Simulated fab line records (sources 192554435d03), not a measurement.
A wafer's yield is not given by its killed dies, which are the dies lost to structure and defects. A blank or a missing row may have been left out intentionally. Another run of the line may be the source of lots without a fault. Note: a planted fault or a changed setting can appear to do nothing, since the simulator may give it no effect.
What tool caused it? / flow n5_finfet / 7 lots with 21 wafers sampled at 5 steps, on a route of 1938 steps

## WHAT THE GAUGES SHOWED, per wafer
N5_BEOL_M9_CD_MEAS_18: pitch 140 nm, target cd 70 nm.
lot=L434; measured=day 10 06:31; on=cd_sem-02; cd_nm (nm)=69.9 71.3 69.7
lot=L440; measured=day 11 15:52; on=cd_sem-02; cd_nm (nm)=69.8 70.8 70.6
lot=L439; measured=day 11 22:25; on=cd_sem-03; cd_nm (nm)=71.6 69.2 69.7
lot=L442; measured=day 12 04:05; on=cd_sem-02; cd_nm (nm)=70.7 71.3 69.7
lot=L444; measured=day 12 18:24; on=cd_sem-02; cd_nm (nm)=69.6 69.5 71.1
lot=L450; measured=day 14 04:01; on=cd_sem-03; cd_nm (nm)=70.2 71.5 71.0
lot=L453; measured=day 14 23:40; on=cd_sem-03; cd_nm (nm)=- - -

## WHAT TOOL EACH LOT RAN ON (gives the tool, then ch and the chambers of the sampled wafers, and finally the start)
lot=L434; N5_BEOL_M8_DEGAS_44=pvd_sputter-03, day 10 00:31; N5_BEOL_M9_ETCH_62=rie_diel-03 ch 1,2, day 10 06:08; N5_BEOL_M9_HM_OPEN_17=rie_metal-03 ch 0,1, day 10 06:19; N5_BEOL_M9_STRIP_19=rie_diel-01 ch 1,2, day 10 06:26
lot=L440; N5_BEOL_M8_DEGAS_44=pvd_sputter-01, day 11 10:10; N5_BEOL_M9_ETCH_62=rie_diel-05 ch 0,1,3, day 11 15:29; N5_BEOL_M9_HM_OPEN_17=rie_metal-03 ch 0,1, day 11 15:41; N5_BEOL_M9_STRIP_19=rie_diel-05 ch 0,1,2, day 11 15:47
lot=L439; N5_BEOL_M8_DEGAS_44=pvd_sputter-02, day 11 18:19; N5_BEOL_M9_ETCH_62=rie_diel-01 ch 0,1,2, day 11 21:53; N5_BEOL_M9_HM_OPEN_17=rie_metal-01 ch 0, day 11 22:05; N5_BEOL_M9_STRIP_19=rie_diel-01 ch 1,2,3, day 11 22:21
lot=L442; N5_BEOL_M8_DEGAS_44=pvd_sputter-03, day 11 22:48; N5_BEOL_M9_ETCH_62=rie_diel-05 ch 2,3, day 12 03:43; N5_BEOL_M9_HM_OPEN_17=rie_metal-01 ch 0,1, day 12 03:55; N5_BEOL_M9_STRIP_19=rie_diel-05 ch 0,1,3, day 12 04:01
lot=L444; N5_BEOL_M8_DEGAS_44=pvd_sputter-02, day 12 12:40; N5_BEOL_M9_ETCH_62=rie_diel-01 ch 0,2,3, day 12 18:02; N5_BEOL_M9_HM_OPEN_17=rie_metal-03 ch 0,1, day 12 18:13; N5_BEOL_M9_STRIP_19=rie_diel-05 ch 1,2,3, day 12 18:20
lot=L450; N5_BEOL_M8_DEGAS_44=pvd_sputter-02, day 13 23:06; N5_BEOL_M9_ETCH_62=rie_diel-05 ch 0,1, day 14 03:35; N5_BEOL_M9_HM_OPEN_17=rie_metal-03 ch 0,1, day 14 03:47; N5_BEOL_M9_STRIP_19=rie_diel-05 ch 0,2,3, day 14 03:56
lot=L453; N5_BEOL_M8_DEGAS_44=pvd_sputter-01, day 14 14:46; N5_BEOL_M9_ETCH_62=rie_diel-03 ch 0,1,3, day 14 23:17; N5_BEOL_M9_HM_OPEN_17=rie_metal-01 ch 0, day 14 23:29; N5_BEOL_M9_STRIP_19=rie_diel-05 ch 0,1,3, day 14 23:35
- N5_BEOL_M8_DEGAS_44: time 60 s.
- N5_BEOL_M9_ETCH_62: etches SOC in N2/H2, target depth 110 nm, overetch 22 nm, time 165 s.
- N5_BEOL_M9_HM_OPEN_17: chemistry Cl2/BCl3, target TiN, target depth 20 nm, overetch 6 nm.
- N5_BEOL_M9_STRIP_19: strips in O2.

## THE ANSWER, worked out from the rows above alone
Rule: the lots themselves supply what counts as usual. The widest of any qualifying gaps counts: lots, ordered by their means at a reading, are off when they make up no more than a third of the lots, leave a main group of 4 or more, and stand apart from it by 3 or more times the standard deviation of that group's means. A main group whose means are all the same, to the digits that the tables above print for the reading, isn't used. A lot without any number at a reading at which 4 lots or more have one is off too. The other lots that the step has rows for count as sound.
Off: L453, at N5_BEOL_M9_CD_MEAS_18 (cd_nm). Without a number there: L453. The main group has a mean of 70.4 nm with a standard deviation of 0.27.
A tool fits if, at a process step before that reading, it ran every lot that is off, and no sound lot after the first of them. The gauges at N5_BEOL_M9_CD_MEAS_18 are tried like those tools. Can't be told from this: 5 tools fit, pvd_sputter-01 at N5_BEOL_M8_DEGAS_44, rie_diel-03 at N5_BEOL_M9_ETCH_62, rie_metal-01 at N5_BEOL_M9_HM_OPEN_17, rie_diel-05 at N5_BEOL_M9_STRIP_19, cd_sem-03 at N5_BEOL_M9_CD_MEAS_18.

## WHAT WAS PUT IN BY THE SIMULATOR
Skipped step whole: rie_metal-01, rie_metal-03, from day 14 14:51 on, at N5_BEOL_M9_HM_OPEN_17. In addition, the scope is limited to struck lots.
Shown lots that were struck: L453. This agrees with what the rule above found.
